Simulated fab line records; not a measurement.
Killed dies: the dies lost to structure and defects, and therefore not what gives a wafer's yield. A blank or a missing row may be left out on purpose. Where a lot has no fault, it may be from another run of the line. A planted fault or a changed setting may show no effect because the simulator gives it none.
Comparing a struck lot with a sound one :: flow n5-finfet :: 36 out of 1938 route steps
Sound: these wafers, L441.1, L441.2, L441.5. Struck: wafers L434.3, L434.4. (L434.2 of the same lot was not struck and is left out.) The cause comes at the end.
Order at every step that has rows: each side's tool, ch and its chambers, its first start. Under that, the readings that differ: sound wafers :: struck wafers :: difference of the means :: sigmas: that difference in standard deviations of wafers without a fault.
alike: a reading whose means differ by less than 2 such deviations, as well as words and numbers matching on both sides. not compared: withheld readings; readings where some wafer has no value; bounds like >300 that might hide an equal value; numbers whose values overlap and for which the record gives no deviation.
The two part at a step that has a row with sigmas, a row that says differs or no value, or rows on one side only. Numbers that don't overlap but have no deviation are shown without sigmas and don't part them. A reading missing from all wafers of one side parts the sides only when that side holds two or more wafers.

first, 10 steps without rows for these wafers: N5_FIN_SAQP_ETCH_69 (etches SOC in N2/H2, stops on SiNx, target depth 150 nm); N5_FIN_SAQP_ETCH_67 (etches SiNx in CH3F/O2, target depth 30 nm); N5_FIN_SAQP_STRIP_70 (strips in N2/H2); N5_FIN_SAQP_RECESS_71 (chemistry HF/NH3, target SiO2, target depth 3 nm, afs cycles 1, sublimation time 60 s); N5_FIN_SAQP_SPACER2_ALD_28 (deposits SiO2, target thk 8.1 nm, pulse time 1 s, purge time 2 s); N5_FIN_SAQP_SPACER2_ETCHBACK_29 (etches SiO2 in CHF3/O2, target depth 12.2 nm, time 6.1 s); N5_FIN_SAQP_MANDREL2_REMOVE_60 (chemistry HBr/Cl2/O2, target a-Si, stops on SiNx, bt time 10 s); N5_FIN_SAQP_HM_OPEN_33 (chemistry CH3F/O2, target SiNx, target depth 49.4 nm, time 70.6 s); N5_FIN_SAQP_ETCH_34 (etches SiO2 in C4F6/O2, target depth 45 nm, time 15 s); N5_FIN_SAQP_STRIP_77 (strips in N2/H2, time 90 s).
N5_FIN_SAQP_ETCH_64: etches SiO2 in CF4, target depth 1.5 nm.
  sound on rie-si-01 ch 0,3, day 5 14:32; struck on rie-si-05 ch 0,3, day 3 20:45
reading: oes-product-au (a.u.)
sound: 0.984 0.969 0.989
struck: 1.392 1.464
difference: +0.447
sigmas: +18

reading: model.SiNx_of_FIN_SAQP_HM_DEP_03.thk-nm (nm)
sound: 32.4 32.6 32.6
struck: 31 31.2
difference: -1
sigmas: 

reading: model.etch.depth-nm (nm)
sound: 1.434 1.453 1.433
struck: 2.453 2.613
difference: +1.093
sigmas: 
  alike: drypump-motor-current-A, throttle-valve-pct
  not compared: rf-hours-counter-h
then, 23 steps without rows for these wafers: N5_FIN_SAQP_FIN_ETCH_36 (etches the open film in HBr/Cl2/O2, target depth 120 nm, time 50.4 s); N5_FIN_SAQP_PRECLEAN_38 (cleans in O3/DIW, time 45 s); N5_FIN_SAQP_PRECLEAN_45 (cleans in dHF, time 10 s); N5_FIN_SAQP_SRD_39 (time 30 s); N5_FIN_CUT_COAT_18 (time 60 s, resist thk 230 nm); N5_FIN_CUT_COAT_19 (time 60 s, resist thk 20 nm); N5_FIN_CUT_COAT_29 (time 60 s, resist thk 10 nm); N5_FIN_CUT_COAT_02 (resist thk 30 nm); N5_FIN_CUT_EBR_04; N5_FIN_CUT_SOFTBAKE_03 (time 60 s); N5_FIN_CUT_EXPOSE_05 (exposes mask FIN CUT); N5_FIN_CUT_PEB_06 (peb time 60 s); N5_FIN_CUT_DEVELOP_07 (develop time 30 s); N5_FIN_CUT_DESCUM_13 (chemistry O2, time 7 s); N5_FIN_CUT_ETCH_30 (etches underlayer in N2/H2, target depth 13 nm, time 10.4 s); N5_FIN_CUT_ETCH_20 (etches SiARC in CF4, target depth 26 nm, time 43.3 s); N5_FIN_CUT_ETCH_21 (etches SOC in N2/H2, target depth 219 nm, overetch 43.8 nm, time 523.5 s); N5_FIN_CUT_STRIP_23 (strips in N2/H2); N5_FIN_CUT_STRIP_31 (strips in N2/H2); N5_FIN_CUT_STRIP_24 (strips in CF4); N5_FIN_CUT_CUT_ETCH_26 (etches SiNx in CH3F/O2, target depth 39 nm, time 55.7 s); N5_FIN_CUT_CUT_ETCH_27 (etches SiO2 in CHF3/O2, target depth 4 nm, overetch 2 nm, time 4.9 s); N5_FIN_CUT_PRECLEAN_35 (cleans in vHF, time 13.3 s).
N5_STI_FIN_REVEAL_RECESS_09: chemistry HF/NH3, target SiO2, afs cycles 11, target depth 42.5 nm, sublimation time 60 s.
  sound on vapor-etch-01 ch 0,1, day 6 00:04; struck on vapor-etch-01 ch 0,1, day 4 05:16
reading: model.SiNx_of_FIN_SAQP_HM_DEP_03.thk-nm (nm)
sound: 18.4 18.4 18.6
struck: 17 16.6
difference: -2
sigmas: 
  alike: drypump-motor-current-A
-- a jump in the record: the struck wafers' starts before and after are 5 days apart (it breaks off in module STI_FIN_REVEAL and resumes in module BEOL_M4, where the first step shown is number 1111 of the route) --
N5_BEOL_M4_RC_MEAS_101:
  sound on prober-02 ch 0, day 11 06:31; struck on prober-02 ch 0, day 9 15:26
  alike: DIBL_N, DIBL_P, IOFF_N, IOFF_P, ION_N, ION_P, SS_N, SS_P, VT_N, VT_P

## WHERE THEY PART
Only at N5_FIN_SAQP_ETCH_64, within this record. Later steps at which nothing parts them and some readings are alike: N5_STI_FIN_REVEAL_RECESS_09, N5_BEOL_M4_RC_MEAS_101.

WHY: what had been put in by the simulator
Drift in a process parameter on rie-si-05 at N5_FIN_SAQP_ETCH_64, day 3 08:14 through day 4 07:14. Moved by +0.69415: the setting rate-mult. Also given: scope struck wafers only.
